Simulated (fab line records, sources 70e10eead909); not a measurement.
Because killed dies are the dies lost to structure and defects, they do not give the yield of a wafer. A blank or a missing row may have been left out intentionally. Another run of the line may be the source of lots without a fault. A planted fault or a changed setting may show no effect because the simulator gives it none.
Matching of chambers    flow nand_harc    rie_diel-09 running NHARC_P_M0_DESCUM_14: 4 sister chambers
The step chemistry O2, time 3 s. 36 wafers are shown with their chamber, then 12 later ones without.

== WAFERS PAIRED WITH THEIR CHAMBERS ==
wafer   chamber  showerhead_plenum_p_Torr (Torr)  drypump_motor_current_A (A)  rf_vpp_V (V)
L074.1  3        2.05                             6.0                          57.6
L074.3  0        1.80                             5.3                          55.9
L074.4  2        1.79                             5.1                          57.8
L075.1  1        1.96                             5.4                          57.6
L075.3  0        1.80                             5.3                          57.3
L075.5  2        1.79                             5.1                          57.3
L077.1  3        2.05                             6.0                          58.2
L077.2  2        1.79                             5.1                          57.4
L077.3  0        1.80                             5.3                          56.6
L079.1  3        2.05                             6.0                          59.0
L079.4  0        1.80                             5.3                          57.9
L079.6  1        1.96                             5.4                          57.6
L081.3  2        1.79                             5.1                          58.2
L081.4  1        1.96                             5.4                          57.4
L081.5  0        1.80                             5.3                          58.2
L083.3  2        1.79                             5.2                          58.6
L083.5  0        1.79                             5.3                          57.7
L083.6  3        2.05                             6.0                          56.6
L084.3  1        1.96                             5.4                          58.5
L084.4  3        2.05                             6.0                          57.0
L084.6  2        1.79                             5.2                          57.7
L085.1  0        1.79                             5.3                          58.3
L085.5  1        1.96                             5.4                          58.8
L085.6  2        1.78                             5.1                          57.3
L086.1  2        1.79                             5.1                          57.5
L086.4  0        1.79                             5.3                          56.8
L086.5  3        2.05                             6.0                          58.0
L087.2  0        1.79                             5.3                          57.9
L087.3  1        1.96                             5.4                          57.5
L087.5  1        1.96                             5.4                          57.5
L089.1  0        1.79                             5.3                          57.1
L089.2  2        1.78                             5.1                          56.5
L089.6  0        1.79                             5.3                          56.0
L088.1  2        1.78                             5.1                          60.0
L088.3  1        1.96                             5.4                          58.2
L088.4  0        1.79                             5.3                          56.4

SIGNATURES (averages over the wafers above)
reading                   chamber 0  chamber 1  chamber 2  chamber 3  scatter within a chamber
showerhead_plenum_p_Torr  1.7942     1.9600     1.7870     2.0500     0.00396
drypump_motor_current_A   5.300      5.400      5.120      6.000      0.0224
rf_vpp_V                  57.175     57.888     57.830     57.733     0.821
Rule: for each reading, subtract the chamber's mean from the wafer's reading, divide by that reading's scatter and square the result; add these up over the readings and take the root, which gives the wafer's distance from the chamber. If the next closest chamber is less than 2 further off than the closest, the wafer can't be placed; otherwise it belongs to the closest. The scatter: take each reading less its chamber's mean, square it, sum over the shown wafers, divide by the number of wafers less the number of chambers, and take the root.

== WAFERS WHOSE CHAMBER IS MISSING ==
wafer   showerhead_plenum_p_Torr (Torr)  drypump_motor_current_A (A)  rf_vpp_V (V)
L090.2  1.96                             5.4                          59.4
L090.4  1.79                             5.3                          57.8
L090.5  1.79                             5.3                          57.0
L091.1  2.04                             6.0                          58.5
L091.3  1.96                             5.4                          58.6
L091.4  2.04                             6.0                          59.1
L096.1  1.79                             5.3                          57.1
L096.3  1.78                             5.1                          58.8
L096.6  1.79                             5.3                          55.4
L097.1  2.04                             6.0                          58.3
L097.4  1.79                             5.3                          58.4
L097.5  1.79                             5.3                          57.5

== THE CHAMBER EACH PASSED THROUGH ==
wafer   from the rows above  in truth
L090.2  1                    1
L090.4  0                    0
L090.5  0                    0
L091.1  3                    3
L091.3  1                    1
L091.4  3                    3
L096.1  0                    0
L096.3  2                    2
L096.6  0                    0
L097.1  3                    3
L097.4  0                    0
L097.5  0                    0
Placed correctly: 12 of 12. Left unplaced by these rows: 0. Number placed wrongly: 0.
